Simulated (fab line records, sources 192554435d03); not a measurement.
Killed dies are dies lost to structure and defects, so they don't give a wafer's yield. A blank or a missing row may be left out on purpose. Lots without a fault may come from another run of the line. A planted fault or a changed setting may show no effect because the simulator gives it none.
A struck lot beside a sound one | flow n5_finfet | 36 steps out of a route of 1938
Sound: wafers L463.1, L463.3, L463.5. Struck: wafer L471.1. (L471.2, L471.4 of the same lot were not struck and are left out.) The cause comes at the end.
At each step with rows: each side's tool, then ch and its chambers, then its first start. Under that, the readings that differ: sound wafers | struck wafers | difference of the means | sigmas: that difference in standard deviations of wafers without a fault.
alike: readings whose means differ by less than 2 such deviations, and words and numbers that are the same on both sides. not compared: withheld readings, readings that some wafer has no value for, bounds like >300 that may hide the same value, and numbers for which the record gives no deviation and whose values overlap.
The two part at a step that has a row with sigmas, a row that says differs or no value, or rows on one side only. Numbers that don't overlap but have no deviation are shown without sigmas and don't part them. A reading that every wafer of one side lacks parts them only if that side has two wafers or more.

first, 10 steps without rows for these wafers: N5_DUMMY_GATE_ETCH_44 (etches poly-Si in HBr/O2, stops on SiO2, target depth 127.5 nm); N5_DUMMY_GATE_ETCH_42 (etches SiO2 in CHF3/O2, target depth 3.5 nm, time 31 s); N5_DUMMY_GATE_STRIP_48 (strips in N2/H2, time 20 s); N5_DUMMY_GATE_PRECLEAN_33 (cleans in dHF, time 10 s); N5_DUMMY_GATE_PRECLEAN_25 (cleans in O3/DIW, time 45 s); N5_DUMMY_GATE_PRECLEAN_51 (cleans in SC2, time 45 s); N5_DUMMY_GATE_SRD_26 (time 30 s); N5_DUMMY_GATE_UV_OZONE_45 (time 120 s); N5_SPACER0_ALD_07 (deposits SiNx, target thk 2 nm); N5_SPACER0_ALD_00 (deposits SiOCN, target thk 3.5 nm, pulse time 3 s, purge time 2 s).
N5_SPACER0_ALD_08: deposits SiNx, target thk 2 nm.
  sound on ald_sin-02 ch 1,2, day 5 11:01; struck on ald_sin-03 ch 1, day 7 11:08
  reading                                  | sound | struck | difference | sigmas
  model.SiNx_of_SPACER0_ALD_08.thk_nm (nm) | 2 2 2 | 1.6    | -0.4       |
  alike: heater_power_w
then, 18 steps without rows for these wafers: N5_SD_EPI_N_COAT_32 (time 60 s, resist thk 350 nm); N5_SD_EPI_N_COAT_33 (time 60 s, resist thk 35 nm); N5_SD_EPI_N_COAT_03 (resist thk 150 nm); N5_SD_EPI_N_EBR_05; N5_SD_EPI_N_SOFTBAKE_04 (time 60 s); N5_SD_EPI_N_EXPOSE_06 (exposes mask SD N BLK, target cd 120 nm); N5_SD_EPI_N_PEB_07 (peb time 60 s); N5_SD_EPI_N_DEVELOP_08 (develop time 30 s); N5_SD_EPI_N_DESCUM_14 (chemistry O2, time 7.9 s); N5_SD_EPI_N_ETCH_34 (etches SiARC in CF4, target depth 45.5 nm, time 75.8 s); N5_SD_EPI_N_ETCH_35 (etches SOC in N2/H2, overetch 108 nm, time 486 s); N5_SD_EPI_N_STRIP_36 (strips in N2/H2); N5_SD_EPI_N_ETCHBACK_44 (etches SiNx in CH3F/O2, stops on SiO2, target depth 14.5 nm); N5_SD_EPI_N_ETCH_45 (etches SiOCN in CH3F/O2, target depth 6 nm); N5_SD_EPI_N_ETCH_16 (etches SiO2 in CHF3/O2, target depth 5 nm); N5_SD_EPI_N_STRIP_47 (strips in CHF3/O2); N5_SD_EPI_N_SD_RECESS_17 (chemistry HBr/Cl2/O2, target depth 41 nm, time 23.7 s, bt time 3 s); N5_SD_EPI_N_STRIP_38 (strips in N2/H2).
N5_SD_EPI_N_WET_ETCH_43: etches SiO2 in dHF, time 14 s, target depth 1.5 nm.
  sound on wet_bench-05 ch 0,4,7, day 5 12:40; struck on wet_bench-06 ch 7, day 7 12:46
  reading                                  | sound       | struck | difference | sigmas
  model.SiNx_of_SPACER0_ALD_08.thk_nm (nm) | 1.6 1.6 1.6 | 1      | -1         |
then, 5 steps without rows for these wafers: N5_SD_EPI_N_STRIP_18 (strips in SPM, time 750 s); N5_SD_EPI_N_SRD_20 (time 30 s); N5_SD_EPI_N_PRECLEAN_48 (cleans in NF3:NH3, afs cycles 2, time 20 s, sublimation time 60 s); N5_SD_EPI_N_VAPOR_ETCH_50 (etches Si in HCl, time 54 s); N5_SD_EPI_N_EPI_21 (deposits Si:P, time 690 s).
-- the record jumps here: 6 days lie between the struck wafers' starts before and after (it left off in module SD_EPI_N and takes up again in module BEOL_M4, whose first step shown is number 1111 of the route) --
N5_BEOL_M4_RC_MEAS_101:
  sound on prober-02 ch 0, day 11 16:56; struck on prober-02 ch 0, day 13 18:05
  reading            | sound                | struck | difference | sigmas
  DIBL_N (mV/V)      | 38.4 37.3 37.7       | 41.4   | +3.6       | +3
  IOFF_N (nA/um)     | 0.176 0.160 0.151    | 0.244  | +0.082     | +4
  IOFF_N_85C (nA/um) | 3.4 3.1 3.1          | 4.3    | +1.1       | +3
  IOFF_P (nA/um)     | 0.193 0.187 0.172    | 0.322  | +0.138     | +6
  IOFF_P_85C (nA/um) | 3.4 3.3 3.1          | 5.2    | +1.9       | +6
  IOFF_P_LIN (nA/um) | 0.086 0.086 0.081    | 0.137  | +0.053     | +6
  ION_N (uA/um)      | 674 674 664          | 700    | +29        | +3
  ION_P (uA/um)      | 451 458 449          | 483    | +30        | +5
  REXT_P (ohm.um)    | 100.3 100.1 101.6    | 93.3   | -7.4       | -4
  VT_P (mV)          | -253.9 -254.2 -255.6 | -243.2 | +11.4      | +5
  VT_P_LVT (mV)      | -101.8 -101.9 -103.4 | -92.3  | +10.1      | +5
  alike: DIBL_P, SS_N, SS_P, VT_N

WHERE THEY PART
Only at N5_BEOL_M4_RC_MEAS_101, within this record.

WHY: what the simulator had put in
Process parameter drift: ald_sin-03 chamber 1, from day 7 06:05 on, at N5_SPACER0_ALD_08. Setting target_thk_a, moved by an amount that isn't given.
